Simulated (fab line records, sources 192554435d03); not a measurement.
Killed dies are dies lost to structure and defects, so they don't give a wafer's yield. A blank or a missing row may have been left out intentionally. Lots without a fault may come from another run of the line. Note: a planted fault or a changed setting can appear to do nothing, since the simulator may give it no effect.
Matching of chambers + flow n5-finfet + 4 sister chambers for N5_BEOL_M0_SAQP_HM_OPEN_112 on rie-diel-03
The step chemistry CHF3/O2, target SiO2, stops on a-Si, target depth 12 nm, time 13.5 s. 14 wafers are shown with their chamber, then 7 later ones without.

WAFERS WITH THEIR CHAMBER
| wafer  | chamber | drypump-motor-current-A (A) | showerhead-plenum-p-Torr (Torr) | rf-vpp-V (V) |
|--------|---------|-----------------------------|---------------------------------|--------------|
| L079.4 | 3       | 5.1                         | 2.44                            | 515          |
| L079.5 | 3       | 5.1                         | 2.44                            | 518          |
| L079.6 | 0       | 5.3                         | 2.49                            | 535          |
| L082.2 | 1       | 5.2                         | 2.50                            | 521          |
| L082.3 | 2       | 4.8                         | 2.38                            | 524          |
| L082.6 | 2       | 4.8                         | 2.38                            | 522          |
| L086.1 | 3       | 5.1                         | 2.44                            | 515          |
| L086.3 | 2       | 4.8                         | 2.38                            | 522          |
| L086.4 | 0       | 5.4                         | 2.49                            | 535          |
| L092.1 | 3       | 5.1                         | 2.43                            | 513          |
| L092.3 | 1       | 5.2                         | 2.49                            | 521          |
| L092.6 | 1       | 5.2                         | 2.49                            | 520          |
| L091.3 | 0       | 5.4                         | 2.48                            | 534          |
| L091.4 | 3       | 5.1                         | 2.43                            | 516          |

SIGNATURES (averages over the wafers above)
| reading                  | chamber 0 | chamber 1 | chamber 2 | chamber 3 | scatter within a chamber |
|--------------------------|-----------|-----------|-----------|-----------|--------------------------|
| drypump-motor-current-A  | 5.367     | 5.200     | 4.800     | 5.100     | 0.0258                   |
| showerhead-plenum-p-Torr | 2.4867    | 2.4933    | 2.3800    | 2.4360    | 0.00503                  |
| rf-vpp-V                 | 534.67    | 520.67    | 522.67    | 515.40    | 1.31                     |
Rule: distance of a wafer from a chamber = root of the sum over the readings of ((wafer's reading minus chamber's mean) / reading's scatter) squared. The wafer belongs to the nearest chamber; if the next one is less than 2 further off, it can't be placed. The scatter is the square root of a quotient: the sum, over the shown wafers, of each reading's squared deviation from its chamber's mean, divided by wafers minus chambers.

WAFERS WITH NO CHAMBER GIVEN
| wafer  | drypump-motor-current-A (A) | showerhead-plenum-p-Torr (Torr) | rf-vpp-V (V) |
|--------|-----------------------------|---------------------------------|--------------|
| L091.6 | 5.2                         | 2.49                            | 519          |
| L093.1 | 5.3                         | 2.48                            | 535          |
| L093.4 | 5.2                         | 2.49                            | 520          |
| L093.6 | 5.1                         | 2.49                            | 520          |
| L096.1 | 5.2                         | 2.48                            | 520          |
| L096.3 | 4.8                         | 2.37                            | 524          |
| L096.5 | 5.1                         | 2.43                            | 516          |

CHAMBER TAKEN BY EACH
| wafer  | from the rows above | in truth |
|--------|---------------------|----------|
| L091.6 | 1                   | 1        |
| L093.1 | 0                   | 0        |
| L093.4 | 1                   | 1        |
| L093.6 | 1                   | 1        |
| L096.1 | 1                   | 1        |
| L096.3 | 2                   | 2        |
| L096.5 | 3                   | 3        |
Correct placement for 7 of the 7. Number that these rows cannot place: 0. Number placed wrongly: 0.
